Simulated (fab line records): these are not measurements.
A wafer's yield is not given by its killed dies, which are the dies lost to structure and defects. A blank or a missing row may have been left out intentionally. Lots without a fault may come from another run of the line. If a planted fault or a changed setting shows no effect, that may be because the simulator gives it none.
Split-lot study + flow n5 finfet + on a route of 1938 steps: 7 lots, 39 wafers read

## THE SPLIT ITSELF
At N5_BEOL_M0_SAQP_ALD_48 (deposits SiO2, target thk 20 nm, pulse time 1 s, co reactant pulse time 1 s), the setting ald cycles was moved away from the recipe's 139 on 9 of the 39 wafers read, by -46.8% to +54.7%. All remaining wafers had this setting at the recipe value.

## FROM THE SPLIT TO THE READING: what the file shows between them, 10 steps
- N5_BEOL_M0_SAQP_ETCH_49: etches SiO2 in CF4/O2, target depth 37 nm
- N5_BEOL_M0_SAQP_STRIP_75: strips in CF4
- N5_BEOL_M0_CUTY_COAT_50: time 60 s, resist thk 15 nm
- N5_BEOL_M0_CUTY_COAT_51: resist thk 150 nm
- N5_BEOL_M0_CUTY_DESCUM_61: chemistry O2, time 7.9 s
- N5_BEOL_M0_CUTY_ETCH_62: etches SiARC in CF4, time 58.5 s
- N5_BEOL_M0_CUTY_ETCH_63: etches SOC in N2/H2, target depth 82.7 nm, overetch 16.5 nm, time 124 s
- N5_BEOL_M0_CUTY_STRIP_64: strips in N2/H2
- N5_BEOL_M0_ETCH_138: etches SiCN in CH3F/O2, target depth 12 nm, time 31.6 s
- N5_BEOL_M0_HM_OPEN_105: chemistry Cl2/BCl3, target TiN, target depth 12 nm

## THE READING
SiO2_of_BEOL_M0_SAQP_ALD_48.thk nm (the simulator's own value, which no gauge read), in nm, at N5_BEOL_M0_STRIP_140 (strips in CF4). The file does not state a usual value for it. Across the 30 wafers here that went through the recipe, the average is 11.3 nm and the standard deviation 0.46 nm.

| wafer  | tool, chamber at the split | ald cycles as run | against the recipe | SiO2_of_BEOL_M0_SAQP_ALD_48.thk nm, nm | against lot-mates on the recipe |
|--------|----------------------------|-------------------|--------------------|----------------------------------------|---------------------------------|
| L077.1 | ald sin-02, 1,0            | 74                | -46.8%             | 6                                      | -5.1                            |
| L077.2 | ald sin-02, 3,0            | 139               | recipe             | 11.2                                   | -                               |
| L077.6 | ald sin-02, 3,0            | 139               | recipe             | 11.2                                   | -                               |
| L077.3 | ald sin-02, 2              | 74                | -46.8%             | 5.6                                    | -5.5                            |
| L077.4 | ald sin-02, 1,0            | 74                | -46.8%             | 5.2                                    | -5.9                            |
| L077.5 | ald sin-02, 3              | 139               | recipe             | 11                                     | -                               |
| L079.1 | ald sin-01, 2,1,0,3,2      | 139               | recipe             | 11.8                                   | -                               |
| L079.2 | ald sin-01, 2,1,0,3,2      | 139               | recipe             | 11.8                                   | -                               |
| L079.6 | ald sin-01, 2,1,0,3,2      | 139               | recipe             | 11.8                                   | -                               |
| L079.3 | ald sin-01, 2,1,0,3,2      | 139               | recipe             | 11.4                                   | -                               |
| L079.5 | ald sin-01, 3              | 139               | recipe             | 11.4                                   | -                               |
| L079.4 | ald sin-01, 2,1,0,3,2      | 139               | recipe             | 12                                     | -                               |
| L082.1 | ald sin-02, 0              | 183               | +31.7%             | 14.6                                   | +3.4                            |
| L082.2 | ald sin-02, 1,3            | 183               | +31.7%             | 15.2                                   | +4.0                            |
| L082.3 | ald sin-02, 1,3            | 183               | +31.7%             | 15                                     | +3.8                            |
| L082.4 | ald sin-02, 2,1,0          | 139               | recipe             | 10.8                                   | -                               |
| L082.5 | ald sin-02, 2,1,0          | 139               | recipe             | 11.4                                   | -                               |
| L082.6 | ald sin-02, 2,1,0          | 139               | recipe             | 11.4                                   | -                               |
| L088.1 | ald sin-03, 0,3            | 139               | recipe             | 11.8                                   | -                               |
| L088.2 | ald sin-03, 2,1,2          | 215               | +54.7%             | 17.2                                   | +6.3                            |
| L088.3 | ald sin-03, 3              | 139               | recipe             | 10.6                                   | -                               |
| L088.4 | ald sin-03, 2,1,2          | 215               | +54.7%             | 16.4                                   | +5.5                            |
| L088.5 | ald sin-03, 2,1,2          | 215               | +54.7%             | 16.8                                   | +5.9                            |
| L088.6 | ald sin-03, 0,3            | 139               | recipe             | 10.4                                   | -                               |
| L089.1 | ald sin-03, 3,1,0,2        | 139               | recipe             | 11.4                                   | -                               |
| L089.4 | ald sin-03, 3,1,0,2        | 139               | recipe             | 11.4                                   | -                               |
| L089.2 | ald sin-03, 2,1            | 139               | recipe             | 11                                     | -                               |
| L089.5 | ald sin-03, 3,1,0,2        | 139               | recipe             | 11                                     | -                               |
| L089.3 | ald sin-03, 3,1,0,2        | 139               | recipe             | 10.4                                   | -                               |
| L089.6 | ald sin-03, 2,1            | 139               | recipe             | 11.6                                   | -                               |
| L094.1 | ald sin-02, 3,1            | 139               | recipe             | 11.8                                   | -                               |
| L094.6 | ald sin-02, 2              | 139               | recipe             | 11.8                                   | -                               |
| L094.2 | ald sin-02, 2,0,1          | 139               | recipe             | 11.4                                   | -                               |
| L094.3 | ald sin-02, 3,1            | 139               | recipe             | 11.4                                   | -                               |
| L094.4 | ald sin-02, 2,0,1          | 139               | recipe             | 10.6                                   | -                               |
| L094.5 | ald sin-02, 2,0,1          | 139               | recipe             | 11.6                                   | -                               |
| L095.1 | ald sin-03, 2,0            | 139               | recipe             | 10.4                                   | -                               |
| L095.2 | ald sin-03, 3              | 139               | recipe             | 11.8                                   | -                               |
| L095.4 | ald sin-03, 2,0            | 139               | recipe             | 11.2                                   | -                               |
Rows listing several chambers each stand for several wafers; the file does not say which wafer went through which chamber.

FIT RESULTS
A straight line over all 39 wafers: SiO2_of_BEOL_M0_SAQP_ALD_48.thk nm changes by +0.111 nm for each +1% of ald cycles; r = +0.98; the points scatter about the line by 0.49 nm.
The same after taking each lot's own level away (the mean of its wafers on the recipe; 39 wafers): +0.113 nm for each +1%; r = +0.99; scatter 0.4 nm.
According to that fit, moving ald cycles by its largest amount changes the reading by 6.2 nm.
Across the lots, their own levels run from 10.93 to 11.70 nm, a range of 1.7 times the standard deviation given above.
The two slopes agree, so the slope changes little with the lot-to-lot level.
Check: with one of the wafers moved furthest among these (+54.7%) left out of the fit, the line predicts +6.13 nm for it against its lot-mates. It came out at +6.27 nm against them.

## THE OTHER SPLITS THESE WAFERS WENT THROUGH
Other splits were also applied to these wafers ahead of the reading. Each is held against what the fit with the lots' levels taken away leaves over:
| other split on the same wafers             | wafers away from the commonest value | r with SiO2_of_BEOL_M0_SAQP_ALD_48.thk nm (lot level and that fit taken away) |
|--------------------------------------------|--------------------------------------|-------------------------------------------------------------------------------|
| N5_FIN_SAQP_ETCH_65 time s                 | 15                                   | +0.09                                                                         |
| N5_MOL_CONTACT_COAG_ETCH_15 target depth a | 12                                   | -0.28                                                                         |

## THE WHOLE CHAIN: every reading that the file lists as answering this split, in the file's order
| step                     | what it does                                                                | reading                                                                             | change (the file's fit)               | r (the file's) |
|--------------------------|-----------------------------------------------------------------------------|-------------------------------------------------------------------------------------|---------------------------------------|----------------|
| N5_BEOL_M0_SAQP_ALD_48   | deposits SiO2, target thk 20 nm, pulse time 1 s, co reactant pulse time 1 s | SiO2_of_BEOL_M0_SAQP_ALD_48.thk nm (the simulator's own value, which no gauge read) | +0.199 nm for each +1% of the setting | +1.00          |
| N5_BEOL_M0_SAQP_ETCH_49  | etches SiO2 in CF4/O2, target depth 37 nm                                   | SiO2_of_BEOL_M0_SAQP_ALD_48.thk nm (the simulator's own value, which no gauge read) | +0.146 nm for each +1% of the setting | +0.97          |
| N5_BEOL_M0_SAQP_STRIP_75 | strips in CF4                                                               | SiO2_of_BEOL_M0_SAQP_ALD_48.thk nm (the simulator's own value, which no gauge read) | +0.144 nm for each +1% of the setting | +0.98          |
| N5_BEOL_M0_CUTY_ETCH_62  | etches SiARC in CF4, time 58.5 s                                            | SiO2_of_BEOL_M0_SAQP_ALD_48.thk nm (the simulator's own value, which no gauge read) | +0.13 nm for each +1% of the setting  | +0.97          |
| N5_BEOL_M0_CUTY_ETCH_63  | etches SOC in N2/H2, target depth 82.7 nm, overetch 16.5 nm, time 124 s     | SiO2_of_BEOL_M0_SAQP_ALD_48.thk nm (the simulator's own value, which no gauge read) | +0.122 nm for each +1% of the setting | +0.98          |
| N5_BEOL_M0_STRIP_140     | strips in CF4                                                               | SiO2_of_BEOL_M0_SAQP_ALD_48.thk nm (the simulator's own value, which no gauge read) | +0.113 nm for each +1% of the setting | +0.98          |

## THE FILE'S OWN FIT
SiO2_of_BEOL_M0_SAQP_ALD_48.thk nm changes by +0.113 nm for each +1% of ald cycles, r = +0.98.
